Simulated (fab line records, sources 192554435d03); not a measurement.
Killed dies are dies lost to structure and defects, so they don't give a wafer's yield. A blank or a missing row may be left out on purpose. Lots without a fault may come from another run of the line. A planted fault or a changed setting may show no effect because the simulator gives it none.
Which tool did it? | flow n5_finfet | 11 lots, 33 wafers sampled, at 2 steps of a route of 1938

WHAT THE GAUGES READ, wafer by wafer
N5_BEOL_M15_RS_MEAS_54: measures by four-point-probe. Usual: M15_RS 0.0216 ohm/sq, standard deviation 0.00032.
lot  | measured     | on            | M15_RS (ohm/sq)      | flag
L781 | day 10 15:05 | film_metro-01 | 0.0216 0.0216 0.0214 |
L784 | day 11 14:37 | film_metro-02 | 0.0217 0.0219 0.0210 |
L785 | day 12 07:53 | film_metro-01 | 0.0214 0.0217 0.0221 |
L782 | day 12 07:55 | film_metro-01 | 0.0223 0.0222 0.0214 |
L783 | day 12 19:42 | film_metro-01 | 0.0213 0.0217 0.0215 |
L788 | day 14 06:50 | film_metro-01 | 0.0218 0.0213 0.0215 |
L795 | day 15 10:57 | film_metro-02 | 0.0218 0.0211 0.0217 |
L797 | day 16 03:35 | film_metro-02 | 0.0215 0.0222 0.0215 |
L802 | day 17 11:01 | film_metro-01 | 0.0212 0.0218 0.0216 |
L803 | day 17 12:57 | film_metro-01 | 0.0221 0.0214 0.0218 |
L804 | day 17 13:13 | film_metro-02 | 0.0219 0.0219 0.0215 |

WHICH TOOL RAN EACH LOT (tool, then ch and the chambers of the sampled wafers, then the start)
lot  | N5_BEOL_M15_ANNEAL_48
L781 | rtp_anneal-01 ch 0, day 10 14:22
L784 | rtp_anneal-01 ch 0, day 11 13:40
L785 | rtp_anneal-01 ch 0, day 12 07:10
L782 | rtp_anneal-02 ch 0, day 12 07:17
L783 | rtp_anneal-01 ch 0, day 12 18:59
L788 | rtp_anneal-01 ch 0, day 14 06:09
L795 | rtp_anneal-01 ch 0, day 15 10:19
L797 | rtp_anneal-02 ch 0, day 16 02:51
L802 | rtp_anneal-02 ch 0, day 17 10:20
L803 | rtp_anneal-01 ch 0, day 17 12:14
L804 | rtp_anneal-01 ch 0, day 17 12:30
- N5_BEOL_M15_ANNEAL_48: time 90 s.

WHAT THE TOOLS THEMSELVES READ (means of the sampled wafers that have a number; where no wafer has one, the mark that the record gives instead)
N5_BEOL_M15_ANNEAL_48. Usual: wafer_temp_C_max 226.2, standard deviation 0.31.
lot  | tool          | wafer_temp_C_max | flag
L781 | rtp_anneal-01 | 226.2            |
L784 | rtp_anneal-01 | 226.3            |
L785 | rtp_anneal-01 | 226.0            |
L782 | rtp_anneal-02 | 225.8            |
L783 | rtp_anneal-01 | 225.8            |
L788 | rtp_anneal-01 | 226.1            |
L795 | rtp_anneal-01 | 226.1            |
L797 | rtp_anneal-02 | 225.8            |
L802 | rtp_anneal-02 | 226.2            |
L803 | rtp_anneal-01 | 226.7            |
L804 | rtp_anneal-01 | 226.1            |

THE ANSWER, worked out from the rows above alone
Rule: a lot is off if the mean of its wafers that have a number lies more than 3 standard deviations from the usual mean. A lot without any number at a reading at which 4 lots or more have one is off too. The other lots that the step has rows for count as sound. The gauges are gone through in route order, then the tools' own readings, and for those a lot's mean is taken as printed above. The first step at which some lot is off is used, and at that step the reading that is off furthest; a lot without a number counts as furthest.
No lot is off at any reading shown: from this, nothing can be told.

WHAT THE SIMULATOR HAD PUT IN
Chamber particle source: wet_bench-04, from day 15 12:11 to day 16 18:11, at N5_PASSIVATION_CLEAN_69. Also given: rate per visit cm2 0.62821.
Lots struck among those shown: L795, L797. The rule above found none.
